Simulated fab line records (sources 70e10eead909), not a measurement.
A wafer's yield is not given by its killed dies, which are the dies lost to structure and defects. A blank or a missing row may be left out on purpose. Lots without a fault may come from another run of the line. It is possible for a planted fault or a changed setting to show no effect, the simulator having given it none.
fab line records :: flow nandHarc
record:
  lots: 6
  wafers: 18
  lastDay: 24
route steps=1159 shown P_BONDPAD@388 A_START@389 A_ZERO_WELL@390
lots with no fault: from the same line, run without faults
startH: start of the lot's first displayed wafer, in hours after the record's first day :: waitH: hours since the lot's step before :: " as in the row above :: L1.1+2: a row that stands for several wafers :: - no value present, or no start provided :: * or withheld: withheld :: < > ~ a bound
route shown NAME@n: a module of which the file shows steps, and the number in the route of the first :: usual: the fault-free wafers' mean and standard deviation :: same: alike in all rows :: chamber/n: place in a boat :: sites: readings site by site :: _std_site: their standard deviation :: _edge_site: the outer-site mean with the inner-site mean subtracted :: radiusMm: how far each site lies from the wafer's centre :: mask NAME#n: copy n :: behind: tool/chamber where the wafer was last shaped :: hold: what put the lot on hold/how long, in hours/how the hold closed :: device: names the non-switching transistor (n, p or np) :: end of line: the route-end tests of the same wafers :: a step given without rows: its recipe and nothing more :: killed: the dies lost at the first sort to structure and to defects; this is not the yield of the wafer :: map: a wafer's dies, marking killed ones x, the rest . and places with no die _
set.NAME: the setting that was run; set.NAME@STEP: the one run at that earlier step :: model.NAME: the simulator's own value behind a step, which no gauge read
lots at selected steps of the route; one table per step, one row per wafer
services: from which hour (startH, from the record's first day; less than 0 if before it) a tool's chamber was out of use, for how many hours, and why
== steps ==
step: NHARC_P_BONDPAD_SRD_31
recipe:
  timeS: 30
  tempC: 23
  dryTimeS: 20
  spinRpm: 1500
step: NHARC_A_START_INSPECT_01
usual:
  rawDefectCount: 3.5/1.9
lot.wafer: L824.3
tool: defectInspect-02
chamber: -
startH: 142.24
waitH: -
rawDefectCount: 0

lot.wafer: L824.4
tool: defectInspect-02
chamber: -
startH: 142.24
waitH: -
rawDefectCount: 4

lot.wafer: L824.6
tool: defectInspect-02
chamber: -
startH: 142.24
waitH: -
rawDefectCount: 5

lot.wafer: L829.1
tool: defectInspect-01
chamber: -
startH: 170.53
waitH: -
rawDefectCount: 4

lot.wafer: L829.3
tool: defectInspect-01
chamber: -
startH: 170.53
waitH: -
rawDefectCount: 5

lot.wafer: L829.4
tool: defectInspect-01
chamber: -
startH: 170.53
waitH: -
rawDefectCount: 6

lot.wafer: L832.2
tool: defectInspect-02
chamber: -
startH: 177.66
waitH: -
rawDefectCount: 4

lot.wafer: L832.3
tool: defectInspect-02
chamber: -
startH: 177.66
waitH: -
rawDefectCount: 6

lot.wafer: L832.4
tool: defectInspect-02
chamber: -
startH: 177.66
waitH: -
rawDefectCount: 7

lot.wafer: L837.2
tool: defectInspect-02
chamber: -
startH: 229.58
waitH: -
rawDefectCount: 5

lot.wafer: L837.3
tool: defectInspect-02
chamber: -
startH: 229.58
waitH: -
rawDefectCount: 4

lot.wafer: L837.5
tool: defectInspect-02
chamber: -
startH: 229.58
waitH: -
rawDefectCount: 2

lot.wafer: L841.2
tool: defectInspect-02
chamber: -
startH: 231.01
waitH: -
rawDefectCount: 1

lot.wafer: L841.4
tool: defectInspect-02
chamber: -
startH: 231.01
waitH: -
rawDefectCount: 4

lot.wafer: L841.6
tool: defectInspect-02
chamber: -
startH: 231.01
waitH: -
rawDefectCount: 8

lot.wafer: L845.3
tool: defectInspect-01
chamber: -
startH: 268.15
waitH: -
rawDefectCount: 2

lot.wafer: L845.5
tool: defectInspect-01
chamber: -
startH: 268.15
waitH: -
rawDefectCount: 4

lot.wafer: L845.6
tool: defectInspect-01
chamber: -
startH: 268.15
waitH: -
rawDefectCount: 6
step: NHARC_A_ZERO_WELL_PRECLEAN_00
recipe:
  timeS: 600
  tempC: 120
  chemistry: SPM
step: NHARC_A_ZERO_WELL_SRD_01
step: NHARC_A_ZERO_WELL_DEHYDRATE_02
recipe:
  tempC: 150
  timeS: 120
step: NHARC_A_ZERO_WELL_HMDS_03
recipe:
  timeS: 30
step: NHARC_A_ZERO_WELL_COAT_18
recipe:
  tempC: 200
  timeS: 65
step: NHARC_A_ZERO_WELL_COAT_04
recipe:
  spinRpm: 2000
  resistThkNm: 600
step: NHARC_A_ZERO_WELL_SOFTBAKE_05
recipe:
  tempC: 125
  timeS: 70
step: NHARC_A_ZERO_WELL_EBR_06
step: NHARC_A_ZERO_WELL_EXPOSE_07
recipe:
  na: 0.55
  doseMj: 33.85
  maskId: A_ZERO
step: NHARC_A_ZERO_WELL_PEB_08
recipe:
  pebTempC: 128
  pebTimeS: 80
step: NHARC_A_ZERO_WELL_DEVELOP_09
recipe:
  timeS: 50
  devTempC: 22
usual:
  chillPlateTempC: 23.01/0.11
  developerTempC: 22.00/0.11
lot.wafer: L824.3
tool: lithoTrack-05
chamber: 0
startH: 143
waitH: -
chillPlateTempC: 22.99
developerTempC: 21.88

lot.wafer: L824.4
tool: lithoTrack-05
chamber: 0
startH: 143
waitH: -
chillPlateTempC: 23.11
developerTempC: 21.84

lot.wafer: L824.6
tool: lithoTrack-05
chamber: 0
startH: 143
waitH: -
chillPlateTempC: 23.17
developerTempC: 21.72

lot.wafer: L829.1
tool: lithoTrack-07
chamber: -
startH: 171
waitH: -
chillPlateTempC: -
developerTempC: -

lot.wafer: L829.3
tool: lithoTrack-07
chamber: -
startH: 171
waitH: -
chillPlateTempC: -
developerTempC: -

lot.wafer: L829.4
tool: lithoTrack-07
chamber: -
startH: 171
waitH: -
chillPlateTempC: -
developerTempC: -

lot.wafer: L832.2
tool: lithoTrack-05
chamber: -
startH: 178
waitH: -
chillPlateTempC: -
developerTempC: -

lot.wafer: L832.3
tool: lithoTrack-05
chamber: -
startH: 178
waitH: -
chillPlateTempC: -
developerTempC: -

lot.wafer: L832.4
tool: lithoTrack-05
chamber: -
startH: 178
waitH: -
chillPlateTempC: -
developerTempC: -

lot.wafer: L837.2
tool: lithoTrack-05
chamber: 0
startH: 230
waitH: -
chillPlateTempC: 23.09
developerTempC: 22.07

lot.wafer: L837.3
tool: lithoTrack-05
chamber: 0
startH: 230
waitH: -
chillPlateTempC: 23.00
developerTempC: 22.17

lot.wafer: L837.5
tool: lithoTrack-05
chamber: 0
startH: 230
waitH: -
chillPlateTempC: 23.02
developerTempC: 21.98

lot.wafer: L841.2
tool: lithoTrack-05
chamber: 0
startH: 231
waitH: -
chillPlateTempC: 22.79
developerTempC: 22.00

lot.wafer: L841.4
tool: lithoTrack-05
chamber: 0
startH: 231
waitH: -
chillPlateTempC: 22.74
developerTempC: 21.85

lot.wafer: L841.6
tool: lithoTrack-05
chamber: 0
startH: 231
waitH: -
chillPlateTempC: 22.79
developerTempC: 22.01

lot.wafer: L845.3
tool: lithoTrack-02
chamber: 0
startH: 268
waitH: -
chillPlateTempC: 22.95
developerTempC: 21.87

lot.wafer: L845.5
tool: lithoTrack-02
chamber: 0
startH: 268
waitH: -
chillPlateTempC: 23.10
developerTempC: 21.81

lot.wafer: L845.6
tool: lithoTrack-02
chamber: 0
startH: 268
waitH: -
chillPlateTempC: 23.08
developerTempC: 21.98
== services ==
tool: lithoTrack-02
chamber: -
startH: 165.00
hours: 7.0
kind: pm

tool: lithoTrack-07
chamber: -
startH: 189.00
hours: 7.0
kind: pm

tool: lithoTrack-05
chamber: -
startH: 237.00
hours: 7.0
kind: pm
== key ==
firstSign:
  step: NHARC_A_ZERO_WELL_DEVELOP_09
  reading: toolRecord
  direction: missing
effect none on later readings
metAt NHARC_A_ZERO_WELL_DEVELOP_09
struckWafers L829.1,L829.3,L829.4,L832.2,L832.3,L832.4
laterRowsLeftOut L829.1,L829.3,L829.4,L832.2,L832.3,L832.4
sortLeftOut L829.1,L829.3,L829.4,L832.2,L832.3,L832.4
testerLeftOut L829,L832
onsetBetween 143 171
fault:
  kind: skippedStepWhole
  tool: lithoTrack-05,lithoTrack-07
  chamber: -
  onsetH: 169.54
  steps: NHARC_A_ZERO_WELL_DEVELOP_09
  scope: struckLotsOnly
testerLeftOut: of these lots the tester's yield and bins aren't shown, on N5 and GAA mostly nor the transistor test; their killed dies are dies lost to structure and defects alone, not to doping, threshold or leakage, so they don't give the yield
sortLeftOut: the simulated sort isn't trusted on such a fault, so these wafers' sort isn't shown, and their yield isn't known
laterRowsLeftOut: the simulator's readings of these wafers behind a module that went badly wrong aren't trusted and aren't shown, but for the sort
